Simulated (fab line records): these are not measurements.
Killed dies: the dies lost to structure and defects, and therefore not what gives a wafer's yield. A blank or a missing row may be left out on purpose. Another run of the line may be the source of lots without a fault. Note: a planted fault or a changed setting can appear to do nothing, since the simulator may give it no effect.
Matching of chambers :: flow n5_finfet :: 4 sister chambers for N5_BEOL_M15_DESCUM_15 on rie_diel-05
The step chemistry O2, time 7.9 s. 14 wafers are shown with their chamber, then 7 later ones without.

WAFERS PAIRED WITH THEIR CHAMBERS
wafer: L657.2
chamber: 3
showerhead_plenum_p_Torr (Torr): 2.14
throttle_valve_pct (%): 20.6
drypump_motor_current_A (A): 6.0

wafer: L657.4
chamber: 2
showerhead_plenum_p_Torr (Torr): 1.91
throttle_valve_pct (%): 20.1
drypump_motor_current_A (A): 6.0

wafer: L657.5
chamber: 3
showerhead_plenum_p_Torr (Torr): 2.14
throttle_valve_pct (%): 20.6
drypump_motor_current_A (A): 5.9

wafer: L665.1
chamber: 2
showerhead_plenum_p_Torr (Torr): 1.90
throttle_valve_pct (%): 20.1
drypump_motor_current_A (A): 6.0

wafer: L665.4
chamber: 0
showerhead_plenum_p_Torr (Torr): 2.03
throttle_valve_pct (%): 20.1
drypump_motor_current_A (A): 5.5

wafer: L665.5
chamber: 1
showerhead_plenum_p_Torr (Torr): 2.28
throttle_valve_pct (%): 20.8
drypump_motor_current_A (A): 5.5

wafer: L668.1
chamber: 3
showerhead_plenum_p_Torr (Torr): 2.14
throttle_valve_pct (%): 20.7
drypump_motor_current_A (A): 6.0

wafer: L668.3
chamber: 1
showerhead_plenum_p_Torr (Torr): 2.28
throttle_valve_pct (%): 20.8
drypump_motor_current_A (A): 5.5

wafer: L668.6
chamber: 1
showerhead_plenum_p_Torr (Torr): 2.28
throttle_valve_pct (%): 20.8
drypump_motor_current_A (A): 5.5

wafer: L669.2
chamber: 1
showerhead_plenum_p_Torr (Torr): 2.28
throttle_valve_pct (%): 20.8
drypump_motor_current_A (A): 5.5

wafer: L669.4
chamber: 3
showerhead_plenum_p_Torr (Torr): 2.14
throttle_valve_pct (%): 20.7
drypump_motor_current_A (A): 5.9

wafer: L669.5
chamber: 1
showerhead_plenum_p_Torr (Torr): 2.28
throttle_valve_pct (%): 20.8
drypump_motor_current_A (A): 5.5

wafer: L673.2
chamber: 2
showerhead_plenum_p_Torr (Torr): 1.90
throttle_valve_pct (%): 20.1
drypump_motor_current_A (A): 6.0

wafer: L673.3
chamber: 3
showerhead_plenum_p_Torr (Torr): 2.13
throttle_valve_pct (%): 20.7
drypump_motor_current_A (A): 6.0

SIGNATURES (means of the wafers above)
reading: showerhead_plenum_p_Torr
chamber 0: 2.0300
chamber 1: 2.2800
chamber 2: 1.9033
chamber 3: 2.1380
scatter within a chamber: 0.00383

reading: throttle_valve_pct
chamber 0: 20.100
chamber 1: 20.800
chamber 2: 20.100
chamber 3: 20.660
scatter within a chamber: 0.0346

reading: drypump_motor_current_A
chamber 0: 5.500
chamber 1: 5.500
chamber 2: 6.000
chamber 3: 5.960
scatter within a chamber: 0.0346
Rule: a wafer's distance from a chamber is the root of the sum, over the readings, of the square of ((its reading less the chamber's mean) divided by the reading's scatter). The wafer belongs to the nearest chamber; if the next one is less than 2 further off, it can't be placed. The scatter is the square root of a quotient: the sum, over the shown wafers, of each reading's squared deviation from its chamber's mean, divided by wafers minus chambers.

WAFERS MISSING THEIR CHAMBER
wafer: L673.5
showerhead_plenum_p_Torr (Torr): 2.28
throttle_valve_pct (%): 20.8
drypump_motor_current_A (A): 5.5

wafer: L671.1
showerhead_plenum_p_Torr (Torr): 2.03
throttle_valve_pct (%): 20.1
drypump_motor_current_A (A): 5.5

wafer: L671.4
showerhead_plenum_p_Torr (Torr): 2.28
throttle_valve_pct (%): 20.8
drypump_motor_current_A (A): 5.4

wafer: L671.5
showerhead_plenum_p_Torr (Torr): 1.90
throttle_valve_pct (%): 20.1
drypump_motor_current_A (A): 6.0

wafer: L674.1
showerhead_plenum_p_Torr (Torr): 2.03
throttle_valve_pct (%): 20.1
drypump_motor_current_A (A): 5.5

wafer: L674.2
showerhead_plenum_p_Torr (Torr): 2.13
throttle_valve_pct (%): 20.7
drypump_motor_current_A (A): 5.9

wafer: L674.3
showerhead_plenum_p_Torr (Torr): 1.90
throttle_valve_pct (%): 20.2
drypump_motor_current_A (A): 6.0

WHICH CHAMBER EACH ONE RAN IN
wafer: L673.5
from the rows above: 1
in truth: 1

wafer: L671.1
from the rows above: 0
in truth: 0

wafer: L671.4
from the rows above: 1
in truth: 1

wafer: L671.5
from the rows above: 2
in truth: 2

wafer: L674.1
from the rows above: 0
in truth: 0

wafer: L674.2
from the rows above: 3
in truth: 3

wafer: L674.3
from the rows above: 2
in truth: 2
Correct placement for 7 of the 7. From these rows, 0 cannot be placed. 0 placed wrongly.
